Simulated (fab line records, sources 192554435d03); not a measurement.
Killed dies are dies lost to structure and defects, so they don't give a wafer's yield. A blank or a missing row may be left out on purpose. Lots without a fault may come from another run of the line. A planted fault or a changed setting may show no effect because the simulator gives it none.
Chamber matching | flow n5_finfet | N5_SDB_CUT_ETCH_26 on rie_si-01: 4 sister chambers
The step etches Si in HBr/Cl2/O2, target depth 129.6 nm, bt time 20 s, time 51.8 s. 8 wafers are shown with their chamber, then 9 later ones without.

WAFERS WITH THEIR CHAMBER
wafer  | chamber | oes_product_au (a.u.) | mfc_cl2_sccm (sccm)
L082.1 | 2       | 0.984                 | 80.00
L083.5 | 3       | 0.976                 | 80.59
L084.5 | 0       | 1.018                 | 79.86
L088.4 | 3       | 0.973                 | 79.27
L088.6 | 1       | 0.975                 | 80.06
L089.1 | 0       | 1.025                 | 79.94
L089.3 | 2       | 0.986                 | 79.34
L089.6 | 1       | 0.977                 | 79.47

WAFERS WITHOUT THEIR CHAMBER
wafer  | oes_product_au (a.u.) | mfc_cl2_sccm (sccm)
L090.2 | 0.989                 | 80.39
L090.3 | 0.990                 | 80.43
L090.5 | 0.974                 | 80.27
L094.2 | 0.989                 | 79.50
L094.4 | 0.971                 | 79.72
L094.5 | 0.978                 | 80.09
L096.3 | 0.984                 | 79.63
L096.5 | 1.018                 | 80.47
L096.6 | 0.965                 | 79.92

WHICH CHAMBER EACH WENT THROUGH
wafer  | from the rows above          | in truth
L090.2 | 2                            | 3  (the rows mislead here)
L090.3 | 2                            | 2
L090.5 | can't be placed: 3 or 1      | 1
L094.2 | 2                            | 2
L094.4 | can't be placed: 3 or 1      | 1
L094.5 | can't be placed: 1 or 3 or 2 | 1
L096.3 | 2                            | 2
L096.5 | 0                            | 0
L096.6 | can't be placed: 3 or 1      | 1
Placed correctly: 4 of 9. Can't be placed from these rows: 4 (the true chamber is among the candidates in 4). Placed wrongly: 1.
How it was worked out, from the rows above alone: a wafer's distance from a chamber is the root of the sum, over the readings, of the square of ((its reading less the chamber's mean) divided by the reading's scatter). The wafer belongs to the nearest chamber; if the next one is less than 2 further off, it can't be placed. A chamber's mean is the mean of its shown wafers. The scatter: the root of (the sum of the squares of (reading less its chamber's mean) over the shown wafers, divided by (wafers less chambers)).
